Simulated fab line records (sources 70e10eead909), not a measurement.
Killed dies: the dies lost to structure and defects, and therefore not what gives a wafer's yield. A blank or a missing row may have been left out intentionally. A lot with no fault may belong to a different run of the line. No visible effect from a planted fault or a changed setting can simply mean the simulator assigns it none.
fab line records    flow nandHarc
record lots=24  wafers=72  lastDay=33
route steps=1302 shown P_STI@109 P_GATE@132 P_CONTACT@247 P_M0@266
lots with no fault: from the same line, run without faults
startH: hours from the record's first day to the start of the lot's first wafer shown    waitH: time in hours since the lot's previous step    " repeats the value in the row above    L1.1+2: one row covering several wafers at once    - either no value or no given start    * or withheld: withheld    < > ~ a bound
route shown NAME@n: names a module that has steps shown in the file, with the first one's number in the route    usual: mean/standard deviation of fault-free wafers    same: alike in all rows    chamber/n: place in a boat    sites: readings site by site    _std_site: standard deviation across them    _edge_site: outer sites' mean less inner sites'    radiusMm: for every site, how far away it sits from the centre of the wafer    mask NAME#n: copy n    behind: the most recent tool/chamber to have shaped the wafer    hold: cause of the lot's hold/its duration in hours/its outcome    device: transistor that didn't switch, given as n, p or np    end of line: the route-end tests of the same wafers    step lacking rows: just its recipe    killed: dies lost to structure and defects at the first sort, not the wafer's yield    map: a wafer's dies, x killed, . not, _ none there
set.NAME: the setting that was run; set.NAME@STEP: the one run at that earlier step    model.NAME: the simulator's own value behind a step, which no gauge read
steps of the route over a sample of lots; a table a step, a row a wafer
services: from which hour (startH, from the record's first day; less than 0 if before it) a tool's chamber was out of use, for how many hours, and why
## steps
# step NHARC_P_STI_INSPECT_25
# usual rawDefectCount=237/100
lot.wafer  tool              chamber  startH  waitH  rawDefectCount
L074.4     defectInspect-01  -        80.31   0.4    280
L074.5     "                 -        "       "      449
L074.6     "                 -        "       "      284
L075.3     defectInspect-02  -        80.31   0.4    214
L075.4     "                 -        "       "      172
L075.5     "                 -        "       "      231
L077.1     defectInspect-02  -        97.90   0.4    205
L077.4     "                 -        "       "      165
L077.5     "                 -        "       "      218
L076.3     defectInspect-01  -        97.90   0.4    400
L076.4     "                 -        "       "      195
L076.5     "                 -        "       "      194
L078.2     defectInspect-02  -        111.03  0.4    103
L078.3     "                 -        "       "      115
L078.4     "                 -        "       "      157
L079.1     defectInspect-02  -        122.56  0.4    178
L079.4     "                 -        "       "      240
L079.5     "                 -        "       "      253
L080.1     defectInspect-02  -        139.88  0.4    241
L080.3     "                 -        "       "      265
L080.6     "                 -        "       "      239
L081.2     defectInspect-02  -        144.10  0.4    141
L081.3     "                 -        "       "      223
L081.6     "                 -        "       "      323
L083.1     defectInspect-01  -        156.64  0.4    424
L083.2     "                 -        "       "      417
L083.6     "                 -        "       "      501
L082.1     defectInspect-02  -        156.64  0.4    150
L082.2     "                 -        "       "      184
L082.5     "                 -        "       "      240
L084.3     defectInspect-01  -        171.39  0.4    220
L084.4     "                 -        "       "      263
L084.5     "                 -        "       "      194
L085.1     defectInspect-01  -        181.55  0.4    320
L085.4     "                 -        "       "      254
L085.6     "                 -        "       "      567
L086.1     defectInspect-01  -        189.03  0.4    156
L086.2     "                 -        "       "      270
L086.5     "                 -        "       "      230
L087.3     defectInspect-01  -        203.65  0.9    163
L087.4     "                 -        "       "      147
L087.5     "                 -        "       "      151
L089.1     defectInspect-01  -        219.00  0.4    243
L089.4     "                 -        "       "      191
L089.5     "                 -        "       "      253
L088.2     defectInspect-01  -        219.00  0.4    143
L088.4     "                 -        "       "      220
L088.6     "                 -        "       "      239
L090.1     defectInspect-01  -        231.90  0.4    235
L090.4     "                 -        "       "      285
L090.5     "                 -        "       "      213
L091.2     defectInspect-01  -        239.70  0.4    163
L091.4     "                 -        "       "      154
L091.6     "                 -        "       "      240
L092.1     defectInspect-01  -        254.65  0.4    134
L092.4     "                 -        "       "      177
L092.6     "                 -        "       "      190
L093.1     defectInspect-02  -        260.19  0.4    259
L093.2     "                 -        "       "      303
L093.4     "                 -        "       "      211
L094.1     defectInspect-02  -        271.03  0.4    256
L094.2     "                 -        "       "      199
L094.5     "                 -        "       "      305
L095.2     defectInspect-01  -        289.40  0.4    198
L095.3     "                 -        "       "      236
L095.4     "                 -        "       "      142
L096.2     defectInspect-01  -        294.21  0.4    183
L096.3     "                 -        "       "      194
L096.5     "                 -        "       "      259
L097.1     defectInspect-01  -        310.54  0.4    103
L097.2     "                 -        "       "      174
L097.3     "                 -        "       "      174
# step NHARC_P_GATE_DEP_103
# recipe targetThkA=300  targetThkNm=30  tempC=400  flowSccm=200  rfW=350  material=SiON
# usual heaterPowerW=813/87
lot.wafer  tool      chamber  startH  waitH  heaterPowerW
L074.5     pecvd-02  2        104.08  0.2    803
L074.4     "         0        "       "      736
L074.6     "         1        "       "      830
L075.3     pecvd-01  1        104.67  0.4    716
L075.5     "         0        "       "      781
L075.4     "         1        "       "      735
L076.3     pecvd-04  1        120.69  0.4    921
L076.4     "         0        "       "      926
L076.5     "         2        "       "      755
L077.1     pecvd-01  2        120.95  0.6    1005
L077.5     "         0        "       "      787
L077.4     "         1        "       "      795
L078.3     pecvd-04  1        137.02  0.3    897
L078.2     "         2        "       "      695
L078.4     "         0        "       "      778
L079.1     pecvd-02  0        147.34  0.6    646
L079.4     "         0        "       "      651
L079.5     "         2        "       "      853
L080.3     pecvd-01  0        167.14  0.3    721
L080.1     "         2        "       "      1040
L080.6     "         1        "       "      751
L081.2     pecvd-04  0        167.18  0.5    858
L081.3     "         1        "       "      896
L081.6     "         1        "       "      893
L082.1     pecvd-02  2        180.15  0.6    711
L082.2     "         1        "       "      748
L082.5     "         1        "       "      743
L083.1     pecvd-04  2        180.80  0.6    752
L083.2     "         1        "       "      853
L083.6     "         0        "       "      825
L084.3     pecvd-02  0        193.23  0.4    723
L084.5     "         2        "       "      779
L084.4     "         1        "       "      724
L085.1     pecvd-02  0        204.45  0.7    734
L085.6     "         2        "       "      760
L085.4     "         0        "       "      768
L086.1     pecvd-04  1        210.86  0.6    888
L086.2     "         2        "       "      810
L086.5     "         1        "       "      885
L087.3     pecvd-04  0        228.26  0.4    854
L087.4     "         2        "       "      720
L087.5     "         0        "       "      880
L088.2     pecvd-04  2        242.00  0.5    771
L088.4     "         2        "       "      805
L088.6     "         0        "       "      865
L089.1     pecvd-04  2        242.62  0.6    691
L089.5     "         2        "       "      713
L089.4     "         0        "       "      873
L090.1     pecvd-04  0        257.69  0.6    829
L090.4     "         2        "       "      813
L090.5     "         0        "       "      825
L091.2     pecvd-04  2        261.87  0.5    784
L091.6     "         1        "       "      840
L091.4     "         2        "       "      778
L092.1     pecvd-01  2        277.69  0.6    976
L092.4     "         1        "       "      732
L092.6     "         2        "       "      964
L093.2     pecvd-02  1        285.49  0.4    801
L093.1     "         2        "       "      741
L093.4     "         2        "       "      727
L094.2     pecvd-04  1        297.58  0.5    786
L094.1     "         2        "       "      686
L094.5     "         2        "       "      698
L095.3     pecvd-04  0        320.27  0.4    935
L095.2     "         1        "       "      832
L095.4     "         1        "       "      833
L096.2     pecvd-04  2        322.76  0.5    689
L096.3     "         0        "       "      941
L096.5     "         2        "       "      666
L097.1     pecvd-01  0        332.46  0.6    804
L097.3     "         1        "       "      759
L097.2     "         2        "       "      921
# step NHARC_P_GATE_DESCUM_61
# recipe timeS=3  o2FlowSccm=200  arFlowSccm=0  biasPowerW=0  chemistry=O2
# usual chamberPressureMTorr=60.01/0.059  drypumpMotorCurrentA=5.6/0.57  oesProductAu=0.997/0.012  rfVppV=57.8/0.95  showerheadPlenumPTorr=1.89/0.094  throttleValvePct=11.312/0.0097
lot.wafer  tool        chamber  startH  waitH  chamberPressureMTorr  drypumpMotorCurrentA  oesProductAu  rfHoursCounterH  rfVppV  showerheadPlenumPTorr  throttleValvePct
L074.4     rieDiel-12  1        118.69  -      59.97                 5.8                   0.983         1                58.5    1.85                   11.300
L074.6     "           3        "       "      59.99                 5.7                   1.022         -                58.7    1.92                   11.298
L074.5     "           0        "       "      59.97                 6.7                   0.991         -                58.4    2.02                   11.338
L075.3     rieDiel-02  2        119.33  -      59.91                 5.7                   1.011         4                59.7    1.88                   11.313
L075.4     "           0        "       "      60.04                 5.8                   0.987         4                59.1    2.06                   11.310
L075.5     "           1        "       "      60.01                 4.8                   0.984         -                57.2    1.82                   11.302
L076.4     rieDiel-12  3        135.00  -      60.04                 5.7                   1.013         1                57.1    1.92                   11.312
L076.3     "           1        "       "      60.01                 5.8                   0.990         1                57.4    1.85                   11.318
L076.5     "           3        "       "      60.00                 5.7                   1.008         -                56.6    1.92                   11.317
L077.1     rieDiel-02  3        135.52  -      59.97                 4.8                   0.994         5                56.3    1.80                   11.297
L077.4     "           2        "       "      60.01                 5.8                   1.007         6                56.7    1.88                   11.314
L077.5     "           0        "       "      60.02                 5.9                   0.979         -                58.0    2.06                   11.318
L078.2     rieDiel-03  0        153.45  -      60.12                 5.5                   0.999         2                57.6    1.90                   11.315
L078.4     "           2        "       "      60.15                 6.4                   0.998         2                58.3    1.83                   11.303
L078.3     "           3        "       "      60.00                 5.0                   1.010         2                58.0    1.81                   11.334
L079.4     rieDiel-12  2        161.88  -      59.93                 6.2                   1.003         2                58.3    2.03                   11.322
L079.1     "           3        "       "      59.97                 5.7                   1.025         2                56.1    1.92                   11.325
L079.5     "           0        "       "      60.06                 6.6                   0.995         -                58.0    2.02                   11.299
L080.3     rieDiel-03  2        181.48  -      60.07                 6.4                   0.997         2                57.9    1.83                   11.308
L080.1     "           3        "       "      60.02                 5.0                   1.006         3                58.7    1.81                   11.335
L080.6     "           0        "       "      59.99                 5.5                   0.997         -                58.4    1.90                   11.311
L081.3     rieDiel-02  0        181.69  -      60.00                 5.8                   1.009         9                57.5    2.06                   11.319
L081.2     "           2        "       "      60.02                 5.8                   1.010         9                56.9    1.88                   11.311
L081.6     "           3        "       "      59.99                 4.8                   0.990         -                55.3    1.80                   11.311
L082.2     rieDiel-02  3        194.52  -      59.96                 4.8                   0.982         10               56.5    1.80                   11.324
L082.1     "           0        "       "      60.03                 5.9                   0.993         10               57.0    2.06                   11.295
L082.5     "           3        "       "      60.02                 4.8                   0.987         -                58.4    1.80                   11.305
L083.2     rieDiel-02  0        198.19  -      60.04                 5.8                   1.010         10               59.6    2.06                   11.319
L083.1     "           3        "       "      60.06                 4.8                   0.997         10               58.5    1.80                   11.310
L083.6     "           0        "       "      60.07                 5.8                   0.999         -                58.8    2.06                   11.313
L084.3     rieDiel-02  1        207.58  -      60.01                 4.8                   0.988         11               58.8    1.82                   11.315
L084.4     "           3        "       "      60.07                 4.8                   0.993         10               57.0    1.80                   11.314
L084.5     "           2        "       "      59.94                 5.8                   1.023         -                57.0    1.88                   11.317
L085.4     rieDiel-03  1        218.73  -      60.14                 5.2                   1.003         4                57.6    1.82                   11.307
L085.1     "           2        "       "      60.06                 6.4                   0.987         4                56.4    1.83                   11.314
L085.6     "           1        "       "      60.08                 5.3                   0.997         -                57.0    1.82                   11.323
L086.1     rieDiel-03  1        225.27  -      60.01                 5.3                   0.997         4                57.2    1.82                   11.322
L086.2     "           3        "       "      60.03                 5.0                   1.012         5                59.3    1.81                   11.314
L086.5     "           1        "       "      60.16                 5.3                   0.999         -                57.9    1.82                   11.303
L087.3     rieDiel-02  1        242.75  -      60.00                 4.8                   0.981         0                57.1    1.82                   11.307
L087.4     "           2        "       "      60.07                 5.8                   0.985         1                57.2    1.88                   11.324
L087.5     "           1        "       "      59.97                 4.8                   0.985         -                56.1    1.82                   11.318
L088.4     rieDiel-02  2        256.57  -      60.00                 5.8                   0.995         1                57.8    1.88                   11.316
L088.2     "           3        "       "      59.93                 4.8                   0.994         1                56.5    1.80                   11.311
L088.6     "           0        "       "      60.00                 5.8                   0.986         -                56.4    2.06                   11.313
L089.1     rieDiel-02  1        257.21  -      59.85                 4.8                   0.978         1                59.0    1.82                   11.317
L089.4     "           3        "       "      59.95                 4.8                   1.006         1                58.0    1.80                   11.322
L089.5     "           1        "       "      60.06                 4.8                   0.982         -                57.6    1.82                   11.301
L090.1     rieDiel-03  1        271.98  -      60.04                 5.3                   0.995         7                57.7    1.82                   11.307
L090.5     "           1        "       "      60.03                 5.3                   1.004         -                57.5    1.82                   11.313
L090.4     "           3        "       "      60.03                 5.0                   1.010         -                56.3    1.81                   11.325
L091.2     rieDiel-02  0        276.48  -      60.06                 5.8                   0.989         3                57.8    2.06                   11.313
L091.4     "           1        "       "      60.00                 4.8                   0.979         3                56.8    1.82                   11.307
L091.6     "           2        "       "      60.09                 5.7                   0.997         -                59.1    1.88                   11.308
L092.4     rieDiel-12  2        291.99  -      59.94                 6.2                   1.011         0                58.8    2.03                   11.299
L092.1     "           0        "       "      60.01                 6.6                   0.989         0                58.5    2.02                   11.307
L092.6     "           3        "       "      60.05                 5.7                   1.006         -                56.1    1.91                   11.322
L093.2     rieDiel-02  0        300.23  -      59.88                 5.9                   0.990         4                57.2    2.06                   11.327
L093.4     "           2        "       "      59.95                 5.8                   0.998         4                58.8    1.88                   11.325
L093.1     "           3        "       "      59.91                 4.8                   0.988         5                57.5    1.80                   11.320
L094.1     rieDiel-02  2        312.12  -      60.01                 5.7                   0.995         4                55.5    1.88                   11.318
L094.2     "           0        "       "      60.05                 5.8                   0.988         5                58.3    2.06                   11.296
L094.5     "           2        "       "      59.98                 5.8                   1.002         -                58.7    1.88                   11.305
L095.4     rieDiel-12  3        335.08  -      59.98                 5.7                   1.006         2                57.7    1.91                   11.307
L095.2     "           0        "       "      60.00                 6.7                   0.995         2                58.2    2.02                   11.317
L095.3     "           2        "       "      60.04                 6.2                   1.015         3                57.5    2.03                   11.304
L096.3     rieDiel-03  0        337.51  -      59.97                 5.5                   0.986         3                57.2    1.90                   11.313
L096.2     "           1        "       "      59.96                 5.3                   1.012         3                57.9    1.82                   11.307
L096.5     "           0        "       "      60.05                 5.5                   0.988         -                57.9    1.90                   11.310
L097.2     rieDiel-12  1        346.93  -      60.05                 5.8                   0.991         4                58.1    1.84                   11.294
L097.1     "           2        "       "      59.88                 6.2                   1.030         4                57.9    2.03                   11.306
L097.3     "           3        "       "      60.00                 5.7                   1.007         4                58.7    1.91                   11.308
# step NHARC_P_CONTACT_ALD_22
# recipe targetThkA=30  pulseTimeS=1  aldCycles=150  tempC=450  material=TiN
# usual heaterPowerW=1083/110  precursorPulseHeightRel=1.003/0.019
# same aldCycles=150  pulseTimeS=1
lot.wafer  tool         chamber  startH  waitH  heaterPowerW  precursorPulseHeightRel
L074.4     aldMetal-02  1        126.93  -      1085          0.999
L074.6     "            1        "       "      1064          0.982
L074.5     "            2        "       "      1133          0.982
L075.3     aldMetal-03  1        127.69  -      1118          1.030
L075.4     "            2        "       "      979           0.998
L075.5     "            1        "       "      1102          0.986
L076.3     aldMetal-03  3        143.55  -      1182          1.008
L076.4     "            0        "       "      1274          0.997
L076.5     "            2        "       "      980           1.001
L077.1     aldMetal-04  0        145.23  -      1146          0.989
L077.4     "            1        "       "      1034          0.999
L077.5     "            0        "       "      1149          1.000
L078.4     aldMetal-02  1        161.71  -      1057          1.023
L078.3     "            3        "       "      1186          0.965
L078.2     "            0        "       "      900           1.027
L079.1     aldMetal-02  0        170.14  -      911           0.987
L079.4     "            3        "       "      1159          0.989
L079.5     "            0        "       "      895           1.011
L080.3     aldMetal-04  3        189.71  -      1001          1.020
L080.1     "            1        "       "      1050          1.002
L080.6     "            0        "       "      1172          1.016
L081.2     aldMetal-02  1        189.89  -      1059          0.999
L081.3     "            3        "       "      1198          0.992
L081.6     "            3        "       "      1136          0.997
L082.1     aldMetal-03  3        202.85  -      1163          1.015
L082.2     "            1        "       "      1113          1.022
L082.5     "            0        "       "      1266          1.041
L083.1     aldMetal-03  1        207.27  -      1122          1.023
L083.2     "            0        "       "      1279          0.994
L083.6     "            1        "       "      1079          1.012
L084.3     aldMetal-02  3        216.26  -      1169          0.977
L084.4     "            0        "       "      896           0.983
L084.5     "            2        "       "      1107          0.985
L085.1     aldMetal-03  2        227.13  -      977           0.979
L085.4     "            3        "       "      1136          1.004
L085.6     "            2        "       "      988           1.027
L086.1     aldMetal-04  1        233.57  -      1042          0.985
L086.2     "            0        "       "      1196          1.006
L086.5     "            0        "       "      1173          0.975
L087.3     aldMetal-02  0        251.39  -      907           1.021
L087.4     "            1        "       "      1084          0.977
L087.5     "            0        "       "      913           1.004
L088.2     aldMetal-02  0        264.66  -      903           1.013
L088.4     "            2        "       "      1149          1.014
L088.6     "            0        "       "      901           1.020
L089.1     aldMetal-03  0        265.58  -      1256          1.020
L089.4     "            2        "       "      1025          0.993
L089.5     "            0        "       "      1284          0.985
L090.1     aldMetal-04  2        280.29  -      993           0.990
L090.4     "            3        "       "      976           0.970
L090.5     "            1        "       "      1025          1.022
L091.2     aldMetal-03  3        284.60  -      1162          0.997
L091.4     "            0        "       "      1276          1.020
L091.6     "            0        "       "      1284          0.957
L092.1     aldMetal-02  1        300.62  -      1023          1.009
L092.4     "            2        "       "      1111          0.991
L092.6     "            3        "       "      1147          1.006
L093.1     aldMetal-03  0        308.49  -      1278          1.003
L093.2     "            1        "       "      1101          1.030
L093.4     "            2        "       "      1003          0.987
L094.2     aldMetal-02  0        320.38  -      911           1.003
L094.1     "            2        "       "      1160          1.009
L094.5     "            1        "       "      996           1.012
L095.2     aldMetal-04  0        343.26  -      1138          1.014
L095.3     "            1        "       "      1059          0.992
L095.4     "            2        "       "      988           0.988
L096.2     aldMetal-02  3        345.60  -      1137          1.030
L096.3     "            0        "       "      903           1.014
L096.5     "            2        "       "      1135          1.008
L097.3     aldMetal-03  2        355.07  -      1031          0.994
L097.1     "            0        "       "      1292          0.973
L097.2     "            1        "       "      1087          1.036
# step NHARC_P_CONTACT_CVD_23
# recipe targetThkA=2000  tempC=300  pressureTorr=40  wf6FlowSccm=40  h2FlowSccm=1600  arFlowSccm=1560  timeS=557  material=W
# usual heaterPowerW=483/47  throttleValvePct=8.09/0.18
lot.wafer  tool     chamber  startH  waitH  heaterPowerW  throttleValvePct
L074.4     cvdW-01  0        -       -      503           8.07
L074.5     "        0        "       "      498           7.87
L074.6     "        1        "       "      407           8.11
L075.4     cvdW-02  1        -       -      503           8.07
L075.3     "        0        "       "      518           8.27
L075.5     "        0        "       "      535           8.08
L076.4     cvdW-01  1        -       -      404           7.82
L076.3     "        0        "       "      519           7.82
L076.5     "        0        "       "      503           7.65
L077.1     cvdW-02  0        -       -      540           8.13
L077.4     "        1        "       "      490           8.07
L077.5     "        1        "       "      499           8.20
L078.2     cvdW-01  1        -       -      401           7.91
L078.4     "        1        "       "      396           7.81
L078.3     "        0        "       "      508           8.08
L079.1     cvdW-01  0        -       -      510           7.90
L079.4     "        1        "       "      414           8.08
L079.5     "        1        "       "      408           8.43
L080.1     cvdW-02  0        -       -      523           8.25
L080.3     "        1        "       "      505           8.43
L080.6     "        1        "       "      496           8.36
L081.2     cvdW-02  0        -       -      528           8.00
L081.3     "        0        "       "      508           8.17
L081.6     "        0        "       "      525           8.12
L082.1     cvdW-02  0        -       -      522           8.26
L082.2     "        1        "       "      497           8.31
L082.5     "        0        "       "      532           8.19
L083.2     cvdW-02  0        -       -      527           8.01
L083.1     "        1        "       "      523           8.46
L083.6     "        1        "       "      497           8.01
L084.3     cvdW-01  0        -       -      480           8.11
L084.4     "        1        "       "      405           8.09
L084.5     "        0        "       "      476           8.02
L085.1     cvdW-01  1        -       -      413           7.96
L085.4     "        0        "       "      464           7.96
L085.6     "        0        "       "      475           8.08
L086.1     cvdW-02  0        -       -      520           8.50
L086.2     "        1        "       "      503           8.27
L086.5     "        0        "       "      512           8.12
L087.3     cvdW-01  0        -       -      473           8.05
L087.4     "        1        "       "      409           8.34
L087.5     "        1        "       "      410           8.11
L088.2     cvdW-01  0        -       -      475           7.97
L088.4     "        0        "       "      475           7.91
L088.6     "        0        "       "      458           8.03
L089.1     cvdW-02  1        -       -      515           8.47
L089.4     "        0        "       "      525           8.06
L089.5     "        1        "       "      509           8.29
L090.1     cvdW-01  1        -       -      418           8.07
L090.4     "        0        "       "      472           7.90
L090.5     "        0        "       "      472           8.14
L091.2     cvdW-02  0        -       -      529           8.23
L091.4     "        1        "       "      514           8.12
L091.6     "        1        "       "      504           8.14
L092.1     cvdW-02  0        -       -      522           7.98
L092.4     "        0        "       "      537           8.22
L092.6     "        0        "       "      536           8.33
L093.1     cvdW-01  0        -       -      469           7.89
L093.2     "        1        "       "      403           8.16
L093.4     "        0        "       "      469           8.06
L094.1     cvdW-01  1        -       -      414           7.94
L094.2     "        0        "       "      474           7.95
L094.5     "        0        "       "      491           7.93
L095.2     cvdW-02  1        -       -      530           7.94
L095.3     "        0        "       "      532           8.27
L095.4     "        1        "       "      526           7.89
L096.2     cvdW-02  0        -       -      534           8.18
L096.3     "        0        "       "      528           8.21
L096.5     "        0        "       "      525           8.04
L097.2     cvdW-01  1        -       -      411           8.12
L097.1     "        0        "       "      476           7.93
L097.3     "        1        "       "      409           8.06
# step NHARC_P_M0_DESCUM_14
# recipe timeS=3  o2FlowSccm=200  arFlowSccm=0  biasPowerW=0  chemistry=O2
# usual chamberPressureMTorr=60.00/0.052  drypumpMotorCurrentA=5.4/0.53  oesProductAu=1.003/0.013  rfVppV=57.8/0.88  showerheadPlenumPTorr=1.91/0.084  throttleValvePct=11.313/0.0092
lot.wafer  tool        chamber  startH  waitH  chamberPressureMTorr  drypumpMotorCurrentA  oesProductAu  rfHoursCounterH  rfVppV  showerheadPlenumPTorr  throttleValvePct
L074.4     rieDiel-13  3        129.31  0.1    59.96                 6.6                   0.989         -                58.7    1.94                   11.313
L074.5     "           0        "       "      60.01                 5.9                   0.981         -                58.3    1.85                   11.321
L074.6     "           1        "       "      59.88                 5.7                   0.998         -                57.7    1.93                   11.311
L075.4     rieDiel-07  3        130.05  0.1    59.95                 5.1                   1.019         0                57.6    1.91                   11.316
L075.3     "           0        "       "      60.01                 4.8                   0.982         0                59.7    2.01                   11.325
L075.5     "           1        "       "      59.99                 5.8                   1.011         -                59.0    1.78                   11.315
L076.3     rieDiel-07  1        145.85  0.1    59.90                 5.8                   1.010         2                57.4    1.78                   11.329
L076.4     "           0        "       "      60.05                 4.8                   0.988         2                57.5    2.01                   11.317
L076.5     "           1        "       "      60.04                 5.8                   1.010         -                57.8    1.78                   11.309
L077.4     rieDiel-07  1        147.57  0.1    59.93                 5.8                   1.016         3                57.8    1.78                   11.305
L077.1     "           2        "       "      59.88                 5.3                   1.016         3                58.4    1.93                   11.305
L077.5     "           1        "       "      60.04                 5.8                   1.013         -                56.7    1.78                   11.310
L078.3     rieDiel-07  3        164.05  0.1    60.03                 5.1                   1.015         8                58.2    1.91                   11.311
L078.2     "           2        "       "      60.01                 5.4                   1.006         8                56.3    1.93                   11.302
L078.4     "           1        "       "      59.99                 5.8                   1.024         -                57.8    1.78                   11.309
L079.1     rieDiel-07  1        172.52  0.1    59.94                 5.8                   1.004         8                58.5    1.78                   11.312
L079.5     "           3        "       "      60.05                 5.1                   1.014         -                57.2    1.91                   11.320
L079.4     "           2        "       "      60.00                 5.3                   1.008         -                58.8    1.93                   11.320
L080.1     rieDiel-07  1        192.07  0.1    60.01                 5.8                   1.009         12               57.4    1.78                   11.315
L080.3     "           2        "       "      60.07                 5.4                   1.003         13               58.1    1.93                   11.314
L080.6     "           1        "       "      59.99                 5.8                   1.013         -                57.4    1.78                   11.315
L081.2     rieDiel-04  0        192.61  0.1    60.09                 4.9                   0.993         1                57.5    2.02                   11.310
L081.3     "           3        "       "      59.97                 6.0                   1.018         1                58.8    1.91                   11.312
L081.6     "           0        "       "      60.04                 4.9                   0.996         -                58.7    2.02                   11.320
L082.2     rieDiel-07  2        205.21  0.1    60.02                 5.3                   0.996         14               56.1    1.92                   11.312
L082.1     "           3        "       "      60.05                 5.1                   1.016         14               57.7    1.91                   11.316
L082.5     "           1        "       "      59.91                 5.8                   1.003         -                56.3    1.78                   11.292
L083.2     rieDiel-07  0        209.62  0.1    60.06                 4.8                   0.990         10               57.7    2.01                   11.317
L083.1     "           2        "       "      60.05                 5.3                   1.006         15               57.3    1.92                   11.314
L083.6     "           3        "       "      59.99                 5.1                   1.017         -                57.0    1.91                   11.315
L084.3     rieDiel-07  2        218.46  0.1    60.02                 5.3                   1.013         15               55.8    1.92                   11.304
L084.4     "           3        "       "      60.15                 5.1                   1.010         15               57.6    1.91                   11.309
L084.5     "           1        "       "      59.96                 5.8                   1.013         -                56.6    1.78                   11.317
L085.4     rieDiel-04  1        229.46  0.1    60.07                 4.8                   0.986         13               57.9    1.90                   11.321
L085.1     "           0        "       "      59.98                 4.9                   0.979         11               57.6    2.02                   11.315
L085.6     "           1        "       "      59.95                 4.7                   0.982         -                57.8    1.90                   11.315
L086.2     rieDiel-07  2        235.97  0.1    60.11                 5.3                   1.011         19               57.4    1.92                   11.314
L086.1     "           3        "       "      59.96                 5.1                   1.001         18               59.4    1.91                   11.314
L086.5     "           0        "       "      59.95                 4.8                   0.996         -                56.9    2.01                   11.326
L087.3     rieDiel-04  3        253.74  0.1    59.99                 5.9                   1.007         25               58.1    1.90                   11.312
L087.4     "           3        "       "      59.98                 6.0                   1.001         -                58.6    1.90                   11.313
L087.5     "           0        "       "      60.04                 4.9                   0.987         -                58.6    2.01                   11.310
L088.2     rieDiel-13  0        267.01  0.1    59.96                 5.9                   1.007         27               56.5    1.83                   11.302
L088.4     "           1        "       "      60.09                 5.7                   1.007         30               58.4    1.91                   11.318
L088.6     "           2        "       "      60.01                 5.1                   1.000         -                57.7    1.82                   11.339
L089.1     rieDiel-13  0        267.91  0.1    60.10                 5.9                   1.009         27               56.6    1.83                   11.310
L089.4     "           2        "       "      59.97                 5.1                   0.982         33               58.3    1.82                   11.312
L089.5     "           3        "       "      59.93                 6.6                   0.995         -                57.9    1.93                   11.311
L090.1     rieDiel-07  0        282.47  0.1    59.99                 4.8                   0.991         23               58.6    2.01                   11.317
L090.4     "           3        "       "      59.99                 5.1                   1.013         27               58.1    1.91                   11.330
L090.5     "           1        "       "      59.95                 5.8                   1.009         -                56.8    1.77                   11.307
L091.2     rieDiel-07  0        286.83  0.1    60.05                 4.8                   0.986         24               57.8    2.01                   11.318
L091.4     "           1        "       "      60.04                 5.8                   0.994         27               58.0    1.77                   11.326
L091.6     "           3        "       "      60.03                 5.1                   1.002         -                58.1    1.90                   11.292
L092.4     rieDiel-04  0        302.85  0.1    59.95                 4.9                   0.976         39               58.4    2.01                   11.318
L092.1     "           1        "       "      59.94                 4.8                   0.998         33               56.9    1.90                   11.315
L092.6     "           3        "       "      60.00                 6.0                   1.005         -                57.9    1.89                   11.316
L093.4     rieDiel-04  3        310.68  0.1    59.92                 6.0                   1.006         43               57.3    1.89                   11.301
L093.1     "           0        "       "      60.05                 4.9                   0.978         40               58.9    2.01                   11.314
L093.2     "           1        "       "      60.02                 4.8                   1.009         35               58.9    1.90                   11.289
L094.2     rieDiel-07  2        322.96  0.1    60.03                 5.4                   0.999         2                58.3    1.92                   11.318
L094.1     "           3        "       "      60.05                 5.1                   1.018         3                57.7    1.90                   11.303
L094.5     "           0        "       "      60.05                 4.8                   1.024         -                58.1    2.00                   11.317
L095.4     rieDiel-07  1        345.51  0.1    60.02                 5.8                   1.000         6                56.6    1.77                   11.298
L095.3     "           2        "       "      60.01                 5.4                   0.988         5                58.3    1.92                   11.315
L095.2     "           0        "       "      60.01                 4.8                   1.012         7                58.1    2.00                   11.322
L096.3     rieDiel-04  2        347.78  0.1    60.06                 6.3                   1.018         58               59.2    2.04                   11.309
L096.2     "           0        "       "      60.01                 4.9                   0.985         52               58.0    2.00                   11.325
L096.5     "           3        "       "      60.02                 5.9                   1.000         -                57.9    1.89                   11.289
L097.3     rieDiel-07  0        357.41  0.1    60.05                 4.8                   1.011         7                57.6    2.00                   11.312
L097.2     "           1        "       "      60.00                 5.8                   1.002         7                56.9    1.77                   11.314
L097.1     "           2        "       "      60.00                 5.4                   1.005         6                58.1    1.92                   11.325
## services
tool         chamber  startH  hours  kind
cvdW-02      -        83.97   0.7    repair
cvdW-02      -        88.00   13.0   pm
pecvd-04     -        88.00   13.0   pm
aldMetal-02  -        89.43   0.2    repair
cvdW-01      1        94.08   16.3   repair
aldMetal-02  -        104.79  0.7    repair
rieDiel-07   -        117.22  9.0    pm
rieDiel-07   0        160.90  19.4   repair
aldMetal-02  2        163.04  41.3   repair
cvdW-02      1        166.57  17.6   repair
cvdW-02      -        169.86  1.7    repair
cvdW-01      -        185.00  13.0   pm
rieDiel-02   -        216.70  9.0    pm
aldMetal-02  -        225.61  1.9    repair
cvdW-01      -        230.60  0.4    repair
aldMetal-02  -        254.00  10.0   pm
cvdW-02      -        269.00  13.0   pm
pecvd-04     -        269.00  13.0   pm
rieDiel-07   -        294.22  9.0    pm
pecvd-04     0        308.56  4.1    repair
rieDiel-02   3        313.96  6.5    repair
pecvd-04     -        332.02  0.9    repair
cvdW-01      0        344.67  5.5    repair
cvdW-02      0        357.04  2.7    repair
## key
fault none
